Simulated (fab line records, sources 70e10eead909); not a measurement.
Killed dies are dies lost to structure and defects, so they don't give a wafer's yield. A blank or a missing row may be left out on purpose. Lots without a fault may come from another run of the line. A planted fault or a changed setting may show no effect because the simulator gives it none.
fab line records | flow nand_harc | part 1 of 2: steps 1 to 4 of 6
record lots=19 wafers=57 last_day=24
route steps=1159 shown A_STAIRCASE@664
lots that met no fault: from a run of the same line without faults
start_h: hours from the record's first day to the start of the lot's first wafer shown | wait_h: hours since the lot's step before | " the same as in the row above | L1.1+2: a row that stands for several wafers | - no value, or no start given | * or withheld: withheld | < > ~ a bound
route shown NAME@n: a module of which the file shows steps, and the number in the route of the first | usual: mean/standard deviation of fault-free wafers | same: alike in all rows | chamber/n: place in a boat | sites: the reading at each site | _std_site: their standard deviation | _edge_site: outer sites' mean less inner sites' | radius_mm: how far each site lies from the wafer's centre | mask NAME#n: copy n | behind: the tool/chamber that last shaped the wafer | hold: why the lot was held/for how many hours/how that ended | device: the transistor (n, p or np) that didn't switch | end of line: the same wafers' tests at the end of the route | a step without rows: its recipe alone | killed: dies lost to structure and defects at the first sort, not the wafer's yield | map: a wafer's dies, x killed, . not, _ none there
set.NAME: the setting as run; set.NAME@STEP: as run at that earlier step | model.NAME: the simulator's own value behind a step, which no gauge read
steps of the route over a sample of lots; a table a step, a row a wafer
services: from which hour (start_h, from the record's first day; less than 0 if before it) a tool's chamber was out of use, for how many hours, and why
## steps
# step NHARC_A_STAIRCASE_DESCUM_291
# recipe time_s=3 o2_flow_sccm=200 ar_flow_sccm=0 bias_power_w=0 chemistry=O2
# usual drypump_motor_current_A=6.0/0.35 mfc_ar_sccm=0.006/0.012 o2_flow_sccm=200.0/0.63 oes_product_au=1.007/0.013 rf_vpp_V=57.9/0.98 showerhead_plenum_p_Torr=1.93/0.076 throttle_valve_pct=11.311/0.0087
# columns lot.wafer tool chamber start_h wait_h drypump_motor_current_A mfc_ar_sccm o2_flow_sccm oes_product_au rf_hours_counter_h rf_vpp_V showerhead_plenum_p_Torr throttle_valve_pct
L076.2 rie_diel-11 2 262.07 - 6.5 0.003 200.9 1.005 27 58.3 1.98 11.315
L076.5 " 3 " " 5.9 0 200.2 0.993 - 57.9 1.91 11.305
L076.6 " 0 " " 5.4 0 200.4 1.015 - 56.5 1.79 11.310
L079.3 rie_diel-13 2 269.04 - 6.0 0.013 199.0 0.999 58 57.7 2.02 11.319
L079.2 " 0 " " 5.6 0 199.0 0.990 65 58.2 2.05 11.299
L079.6 " 2 " " 6.0 0.013 199.4 1.009 - 57.2 2.02 11.305
L078.3 rie_diel-11 2 269.27 - 6.4 0.003 199.6 1.007 29 58.9 1.98 11.323
L078.2 " 3 " " 5.9 0 200.4 0.991 30 58.6 1.91 11.302
L078.6 " 2 " " 6.5 0.003 199.8 1.007 - 58.6 1.98 11.314
L080.1 rie_diel-11 2 283.61 - 6.5 0.003 199.8 1.006 34 58.8 1.97 11.327
L080.3 " 0 " " 5.4 0 200.3 1.020 35 58.8 1.79 11.314
L080.5 " 0 " " 5.4 0 200.2 1.009 - 56.0 1.79 11.310
L081.3 rie_diel-13 1 285.62 - 5.6 0 200.1 1.002 0 59.6 2.01 11.310
L081.4 " 2 " " 6.0 0.013 200.8 1.021 0 58.0 2.02 11.306
L081.2 " 3 " " 5.6 0.042 200.3 0.991 0 58.6 2.02 11.317
L082.3 rie_diel-13 1 297.21 - 5.6 0 200.2 0.992 4 57.5 2.01 11.304
L082.2 " 3 " " 5.7 0.042 200.1 0.986 3 58.5 2.02 11.303
L082.5 " 0 " " 5.6 0 200.4 1.010 - 57.8 2.05 11.296
L083.1 rie_diel-11 3 313.83 - 5.9 0 201.3 0.985 42 57.5 1.90 11.308
L083.6 " 3 " " 5.9 0 200.2 0.993 - 57.5 1.90 11.322
L083.5 " 0 " " 5.4 0 200.9 1.008 - 57.6 1.79 11.297
L084.3 rie_diel-11 2 329.88 - 6.5 0.003 200.0 1.004 51 55.8 1.97 11.319
L084.2 " 3 " " 5.9 0 200.6 0.980 50 58.2 1.90 11.311
L084.5 " 2 " " 6.5 0.003 199.3 1.010 - 58.1 1.97 11.315
L086.3 rie_diel-07 3 330.32 - 5.8 0 200.2 1.005 33 59.6 1.95 11.318
L086.5 " 1 " " 6.0 0.030 201.2 0.999 - 57.1 1.92 11.316
L086.6 " 2 " " 5.8 0 199.6 1.029 - 58.1 1.91 11.298
L088.1 rie_diel-11 3 330.68 - 6.0 0 199.3 0.986 51 58.7 1.90 11.335
L088.6 " 0 " " 5.4 0 200.5 1.029 - 56.9 1.79 11.323
L088.5 " 1 " " 6.3 0 202.0 1.015 - 58.4 1.99 11.321
L087.1 rie_diel-13 1 340.55 - 5.6 0 199.7 0.993 21 58.8 2.00 11.296
L087.2 " 2 " " 6.0 0.013 199.9 1.023 19 58.0 2.01 11.305
L087.6 " 0 " " 5.6 0 200.0 1.004 - 57.6 2.05 11.307
L090.2 rie_diel-11 0 343.32 - 5.4 0 200.9 1.017 60 56.3 1.78 11.325
L090.1 " 1 " " 6.3 0 200.7 1.023 58 59.7 1.99 11.322
L090.6 " 0 " " 5.4 0 199.9 1.016 - 56.0 1.78 11.331
L089.2 rie_diel-11 0 344.53 - 5.4 0 201.1 1.027 60 58.6 1.78 11.295
L089.6 " 3 " " 5.9 0 200.0 0.994 - 58.6 1.90 11.304
L089.5 " 0 " " 5.4 0 200.6 1.023 - 57.7 1.78 11.313
L093.3 rie_diel-11 3 347.99 - 6.0 0 200.7 0.982 58 57.6 1.90 11.309
L093.4 " 0 " " 5.4 0 199.8 1.024 61 58.5 1.78 11.306
L093.5 " 3 " " 5.9 0 201.5 0.983 - 58.5 1.90 11.316
L092.4 rie_diel-11 3 353.62 - 5.9 0 199.4 0.989 60 57.4 1.90 11.300
L092.2 " 1 " " 6.3 0 200.4 1.030 60 58.0 1.99 11.312
L092.5 " 3 " " 5.9 0 199.9 0.991 - 57.3 1.90 11.305
L095.2 rie_diel-07 2 375.11 - 5.9 0 199.4 1.027 41 56.8 1.91 11.294
L095.3 " 3 " " 5.8 0 200.5 0.999 43 56.6 1.94 11.296
L095.5 " 1 " " 6.0 0.030 200.1 0.996 - 58.7 1.91 11.315
L096.3 rie_diel-11 1 378.00 - 6.3 0 199.4 1.009 1 58.2 1.98 11.330
L096.4 " 2 " " 6.4 0.003 198.5 1.018 1 59.2 1.96 11.314
L096.1 " 0 " " 5.4 0 200.1 1.008 1 57.2 1.78 11.318
L094.4 rie_diel-13 0 384.15 - 5.6 0 199.6 1.006 40 57.8 2.04 11.315
L094.1 " 3 " " 5.6 0.042 200.4 1.004 36 58.1 2.01 11.307
L094.5 " 0 " " 5.6 0 200.7 0.998 - 58.9 2.04 11.313
L097.3 rie_diel-07 0 388.31 - 6.3 0.016 200.8 1.004 52 58.9 1.88 11.296
L097.2 " 2 " " 5.8 0 199.9 1.021 47 58.8 1.91 11.315
L097.6 " 0 " " 6.3 0.016 200.2 0.991 - 58.4 1.88 11.317
# step NHARC_A_STAIRCASE_HM_OPEN_463
# recipe o2_flow_sccm=400 cos_flow_sccm=20 ar_flow_sccm=0 rf_w=500 bias_w=300 chemistry=O2/COS
# usual drypump_motor_current_A=6.0/0.34 mfc_ar_sccm=0.007/0.012 o2_flow_sccm=399.8/1.2 oes_product_au=1.004/0.013 rf_vpp_V=467.9/2.5 showerhead_plenum_p_Torr=3.16/0.11 throttle_valve_pct=28.330/0.0083
# columns lot.wafer tool chamber start_h wait_h drypump_motor_current_A mfc_ar_sccm o2_flow_sccm oes_product_au rf_hours_counter_h rf_vpp_V showerhead_plenum_p_Torr throttle_valve_pct
L076.2 rie_diel-13 0 - - 5.6 0 400.6 0.983 64 470.9 3.34 28.332
L076.5 " 3 " " 5.6 0.042 399.4 1.006 - 471.4 3.28 28.326
L076.6 " 0 " " 5.7 0 400.3 0.991 - 472.3 3.34 28.338
L078.2 rie_diel-13 2 - - 6.0 0.013 397.4 1.001 61 470.0 3.28 28.319
L078.3 " 3 " " 5.6 0.042 399.7 0.993 59 471.5 3.28 28.330
L078.6 " 2 " " 6.0 0.013 397.9 1.002 - 470.5 3.28 28.328
L079.2 rie_diel-07 1 - - 6.0 0.030 399.8 1.003 14 469.1 3.14 28.335
L079.3 " 0 " " 6.4 0.016 398.8 1.003 15 465.3 3.08 28.338
L079.6 " 3 " " 5.8 0 400.1 0.983 - 468.5 3.18 28.321
L080.3 rie_diel-11 2 - - 6.4 0.003 397.5 0.998 36 469.4 3.21 28.338
L080.1 " 3 " " 6.0 0 400.6 0.998 35 466.7 3.11 28.335
L080.5 " 2 " " 6.5 0.003 398.6 1.008 - 469.5 3.21 28.329
L081.3 rie_diel-11 0 - - 5.4 0 399.5 1.018 38 462.3 2.93 28.330
L081.2 " 1 " " 6.4 0 403.1 1.013 37 468.4 3.25 28.337
L081.4 " 2 " " 6.5 0.003 398.2 1.006 37 469.5 3.21 28.330
L082.2 rie_diel-13 3 - - 5.6 0.042 400.1 1.001 5 470.1 3.28 28.331
L082.3 " 2 " " 6.0 0.013 399.2 1.027 5 470.5 3.28 28.332
L082.5 " 0 " " 5.6 0 398.2 1.011 - 471.7 3.33 28.319
L083.1 rie_diel-11 2 - - 6.5 0.003 400.4 1.012 45 468.1 3.21 28.337
L083.5 " 1 " " 6.3 0 400.1 1.014 - 470.4 3.24 28.312
L083.6 " 2 " " 6.5 0.003 398.5 1.003 - 469.0 3.21 28.322
L084.3 rie_diel-07 0 - - 6.4 0.016 400.9 1.008 36 466.2 3.07 28.322
L084.2 " 1 " " 6.1 0.030 398.3 1.004 38 466.5 3.12 28.324
L084.5 " 0 " " 6.4 0.016 401.5 1.001 - 466.7 3.07 28.332
L086.3 rie_diel-11 0 - - 5.4 0 400.3 1.017 58 463.4 2.92 28.318
L086.5 " 1 " " 6.3 0 399.1 1.026 - 468.5 3.24 28.328
L086.6 " 2 " " 6.5 0.003 399.4 1.012 - 469.5 3.20 28.338
L088.1 rie_diel-07 0 - - 6.3 0.016 399.3 0.994 37 465.5 3.07 28.331
L088.5 " 2 " " 5.9 0 399.3 1.024 - 467.6 3.12 28.322
L088.6 " 3 " " 5.8 0 400.4 0.995 - 466.8 3.17 28.338
L087.1 rie_diel-07 3 - - 5.8 0 400.9 0.994 39 466.8 3.17 28.331
L087.2 " 2 " " 5.9 0 399.1 1.024 35 467.2 3.12 28.331
L087.6 " 0 " " 6.3 0.016 399.4 1.000 - 466.0 3.07 28.321
L090.1 rie_diel-07 2 - - 5.9 0 400.7 1.033 35 466.4 3.12 28.341
L090.2 " 3 " " 5.8 0 398.1 1.005 39 467.2 3.17 28.350
L090.6 " 0 " " 6.3 0.016 398.6 1.012 - 466.4 3.07 28.336
L089.2 rie_diel-11 2 - - 6.5 0.003 401.8 1.011 59 469.5 3.20 28.328
L089.6 " 3 " " 5.9 0 398.8 0.976 - 466.6 3.10 28.332
L089.5 " 0 " " 5.4 0 400.0 1.035 - 463.2 2.92 28.337
L093.3 rie_diel-11 3 - - 5.9 0 398.5 0.983 60 467.5 3.10 28.330
L093.5 " 1 " " 6.3 0 401.6 1.018 - 469.3 3.23 28.328
L093.4 " 3 " " 5.9 0 399.5 0.987 - 466.7 3.10 28.323
L092.2 rie_diel-11 3 - - 5.9 0 401.0 0.992 63 466.2 3.10 28.337
L092.4 " 0 " " 5.4 0 397.8 1.030 65 462.3 2.92 28.312
L092.5 " 1 " " 6.3 0 399.1 1.020 - 469.9 3.23 28.336
L095.2 rie_diel-11 2 - - 6.5 0.003 396.8 1.011 3 468.4 3.20 28.330
L095.3 " 3 " " 6.0 0 401.4 1.000 2 467.8 3.09 28.324
L095.5 " 1 " " 6.3 0 400.7 0.991 - 469.2 3.23 28.317
L096.4 rie_diel-11 1 - - 6.3 0 398.0 1.008 4 470.3 3.23 28.333
L096.1 " 2 " " 6.5 0.003 400.9 1.012 3 468.2 3.20 28.339
L096.3 " 0 " " 5.4 0 400.1 1.016 5 462.7 2.92 28.333
L094.4 rie_diel-11 1 - - 6.3 0 399.5 0.994 6 470.5 3.23 28.328
L094.1 " 2 " " 6.5 0.003 398.8 0.999 6 469.3 3.20 28.352
L094.5 " 1 " " 6.3 0 398.1 1.000 - 470.8 3.23 28.331
L097.3 rie_diel-13 3 - - 5.6 0.042 398.9 0.982 41 470.0 3.26 28.334
L097.2 " 0 " " 5.6 0 399.2 1.001 44 470.3 3.31 28.338
L097.6 " 1 " " 5.6 0 397.9 1.005 - 469.0 3.25 28.322
# step NHARC_A_STAIRCASE_DEP_325
# recipe target_thk_a=38000 temp_c=400 target_thk_nm=3800 teos_flow_sccm=200 rf_w=500 material=SiO2
# usual heater_power_w=633/93 susceptor_temp_C=400.03/0.22
# columns lot.wafer tool chamber start_h wait_h heater_power_w since_wet_clean_h susceptor_temp_C
L076.2 pecvd-01 1 300.79 0.4 669 51 399.99
L076.6 " 0 " " 720 - 399.89
L076.5 " 1 " " 584 - 399.80
L078.2 pecvd-01 2 310.85 0.2 633 61 400.00
L078.3 " 0 " " 808 61 400.18
L078.6 " 0 " " 695 - 399.97
L079.3 pecvd-04 1 311.32 0.6 812 103 400.28
L079.2 " 0 " " 778 103 399.88
L079.6 " 1 " " 680 - 400.41
L081.2 pecvd-02 0 320.87 0.1 674 155 400.08
L081.3 " 2 " " 647 155 400.19
L081.4 " 2 " " 526 - 400.10
L080.1 pecvd-01 2 320.98 0.2 713 71 400.00
L080.3 " 0 " " 879 71 400.20
L080.5 " 2 " " 577 - 399.90
L082.3 pecvd-04 1 339.13 0.1 822 131 399.91
L082.2 " 0 " " 755 131 399.92
L082.5 " 1 " " 661 - 400.28
L083.1 pecvd-04 0 350.48 0.3 701 142 400.06
L083.5 " 1 " " 671 - 400.02
L083.6 " 2 " " 558 - 400.00
L084.3 pecvd-04 0 368.45 0.1 712 160 400.25
L084.2 " 1 " " 685 161 400.03
L084.5 " 0 " " 629 - 400.26
L086.3 pecvd-01 1 368.64 0.3 666 119 399.79
L086.5 " 0 " " 698 - 400.17
L086.6 " 1 " " 560 - 399.98
L088.1 pecvd-02 1 369.11 0.7 493 22 399.93
L088.6 " 1 " " 446 - 399.76
L088.5 " 2 " " 533 - 400.35
L087.2 pecvd-01 2 379.62 0.1 588 130 399.70
L087.1 " 1 " " 614 130 399.88
L087.6 " 1 " " 591 - 400.07
L090.2 pecvd-02 0 379.72 0.2 636 33 400.37
L090.1 " 1 " " 559 33 399.97
L090.6 " 2 " " 545 - 399.70
L089.2 pecvd-02 0 384.03 0.2 590 37 399.99
L089.6 " 2 " " 532 - 399.99
L089.5 " 0 " " 528 - 400.02
L093.3 pecvd-01 1 389.47 0.2 591 139 399.80
L093.5 " 0 " " 711 - 399.59
L093.4 " 1 " " 571 - 399.96
L092.2 pecvd-02 2 389.48 0.2 603 43 400.37
L092.4 " 1 " " 462 - 399.79
L092.5 " 2 " " 538 - 399.91
L096.1 pecvd-01 1 414.99 0.1 654 165 400.33
L096.3 " 1 " " 576 - 399.71
L096.4 " 2 " " 579 - 399.97
L095.2 pecvd-04 2 415.04 0.1 653 26 399.92
L095.3 " 1 " " 821 26 399.96
L095.5 " 2 " " 555 - 400.47
L094.1 pecvd-02 0 425.23 0.2 623 78 400.35
L094.4 " 0 " " 513 - 400.45
L094.5 " 2 " " 559 - 400.16
L097.3 pecvd-04 0 425.26 0.2 750 36 399.68
L097.2 " 2 " " 645 36 400.00
L097.6 " 2 " " 560 - 400.17
# step NHARC_A_STAIRCASE_DESCUM_443
# recipe time_s=3 o2_flow_sccm=200 ar_flow_sccm=0 bias_power_w=0 chemistry=O2
# usual drypump_motor_current_A=5.93/0.3 mfc_ar_sccm=0.009/0.014 o2_flow_sccm=199.9/0.59 oes_product_au=1.005/0.013 rf_vpp_V=58.0/0.87 showerhead_plenum_p_Torr=1.95/0.065 throttle_valve_pct=11.310/0.0089
# columns lot.wafer tool chamber start_h wait_h drypump_motor_current_A mfc_ar_sccm o2_flow_sccm oes_product_au rf_hours_counter_h rf_vpp_V showerhead_plenum_p_Torr throttle_valve_pct
L076.2 rie_diel-11 2 309.13 - 6.44 0.003 199.5 1.003 41 57.9 1.97 11.311
L076.6 " 2 " " 6.45 0.003 199.4 0.998 - 57.3 1.97 11.297
L076.5 " 3 " " 5.93 0 200.7 0.989 - 57.1 1.90 11.315
L078.3 rie_diel-13 1 318.61 - 5.62 0 199.6 0.992 10 57.7 2.01 11.312
L078.2 " 3 " " 5.63 0.042 199.9 1.000 10 57.7 2.02 11.330
L078.6 " 1 " " 5.61 0 199.5 0.997 - 58.2 2.01 11.328
L079.2 rie_diel-07 1 318.66 - 6.03 0.030 199.5 0.991 27 58.2 1.92 11.293
L079.3 " 2 " " 5.85 0 200.0 1.017 21 57.5 1.92 11.308
L079.6 " 0 " " 6.31 0.016 200.6 0.993 - 57.1 1.88 11.306
L081.4 rie_diel-13 3 328.65 - 5.63 0.042 199.8 0.991 15 58.5 2.01 11.312
L081.3 " 0 " " 5.62 0 199.1 1.005 17 59.3 2.05 11.317
L081.2 " 2 " " 6.01 0.013 200.4 1.022 14 58.9 2.01 11.305
L080.1 rie_diel-07 0 328.77 - 6.29 0.016 200.0 1.000 31 58.5 1.88 11.307
L080.3 " 2 " " 5.84 0 201.2 1.023 28 59.0 1.92 11.312
L080.5 " 0 " " 6.32 0.016 200.3 1.014 - 58.4 1.88 11.314
L082.2 rie_diel-13 2 346.89 - 5.98 0.013 199.0 1.020 22 58.7 2.01 11.324
L082.3 " 3 " " 5.64 0.042 199.4 0.986 23 58.3 2.01 11.322
L082.5 " 2 " " 5.97 0.013 200.1 1.025 - 58.0 2.01 11.306
L083.1 rie_diel-11 1 358.05 - 6.31 0 200.0 1.021 61 56.8 1.99 11.314
L083.5 " 3 " " 5.95 0 199.4 0.979 - 57.3 1.90 11.311
L083.6 " 0 " " 5.42 0 200.1 1.022 - 55.9 1.78 11.304
L084.3 rie_diel-07 2 378.58 - 5.86 0 199.8 1.011 42 58.0 1.91 11.302
L084.2 " 3 " " 5.81 0 200.2 1.002 44 57.4 1.94 11.312
L084.5 " 0 " " 6.35 0.016 199.6 0.993 - 58.3 1.88 11.300
L086.3 rie_diel-13 1 378.94 - 5.64 0 199.7 0.996 35 56.3 2.00 11.308
L086.6 " 2 " " 5.97 0.013 199.8 1.028 - 58.1 2.01 11.305
L086.5 " 3 " " 5.61 0.042 200.7 1.012 - 59.3 2.01 11.315
L088.1 rie_diel-13 3 378.98 - 5.62 0.042 199.2 0.995 32 58.7 2.01 11.308
L088.6 " 1 " " 5.61 0 199.1 0.991 - 59.2 2.00 11.318
L088.5 " 2 " " 6.04 0.013 199.3 1.015 - 58.9 2.01 11.308
L087.1 rie_diel-13 1 387.63 - 5.62 0 200.4 0.991 39 59.6 2.00 11.315
L087.2 " 3 " " 5.62 0.042 199.6 1.002 37 57.7 2.01 11.311
L087.6 " 2 " " 6.02 0.013 200.6 1.013 - 59.2 2.01 11.321
L090.2 rie_diel-11 2 387.67 - 6.45 0.003 200.8 1.004 4 58.7 1.96 11.322
L090.1 " 3 " " 5.93 0 200.0 1.002 4 58.7 1.89 11.306
L090.6 " 2 " " 6.45 0.003 200.5 1.000 - 57.3 1.96 11.319
L089.2 rie_diel-07 0 391.91 - 6.28 0.016 200.7 0.992 54 57.3 1.88 11.299
L089.6 " 1 " " 6.03 0.030 200.3 0.995 - 57.2 1.91 11.303
L089.5 " 2 " " 5.88 0 200.2 1.022 - 59.2 1.91 11.301
L092.4 rie_diel-13 3 397.27 - 5.59 0.042 199.3 0.995 42 59.0 2.00 11.310
L092.2 " 2 " " 6.00 0.013 200.1 1.024 40 59.0 2.00 11.310
L092.5 " 0 " " 5.63 0 199.8 1.015 - 58.4 2.04 11.319
L093.3 rie_diel-11 3 397.54 - 5.93 0 199.7 1.009 - 59.5 1.89 11.300
L093.4 " 2 " " 6.46 0.003 199.7 1.005 - 58.0 1.96 11.317
L093.5 " 2 " " 6.46 0.003 198.7 1.000 - 57.1 1.96 11.313
L095.2 rie_diel-11 3 422.82 - 5.95 0 199.4 1.007 16 60.0 1.89 11.305
L095.3 " 0 " " 5.41 0 200.4 0.987 13 58.6 1.78 11.312
L095.5 " 2 " " 6.45 0.003 199.7 1.007 - 59.5 1.96 11.323
L096.3 rie_diel-07 2 422.97 - 5.86 0 200.5 1.029 3 58.4 1.91 11.310
L096.4 " 3 " " 5.79 0 199.9 1.023 3 57.1 1.94 11.326
L096.1 " 0 " " 6.34 0.016 201.1 1.007 2 57.6 1.87 11.294
L094.1 rie_diel-11 1 433.76 - 6.34 0 200.1 1.000 19 57.9 1.98 11.312
L094.4 " 3 " " 5.93 0 200.1 1.007 20 57.4 1.89 11.323
L094.5 " 0 " " 5.42 0 200.8 1.009 - 56.6 1.78 11.325
L097.2 rie_diel-07 2 433.95 - 5.85 0 199.8 1.027 7 58.6 1.90 11.313
L097.3 " 3 " " 5.79 0 199.7 1.016 6 56.9 1.94 11.304
L097.6 " 2 " " 5.85 0 199.7 1.033 - 58.4 1.90 11.314
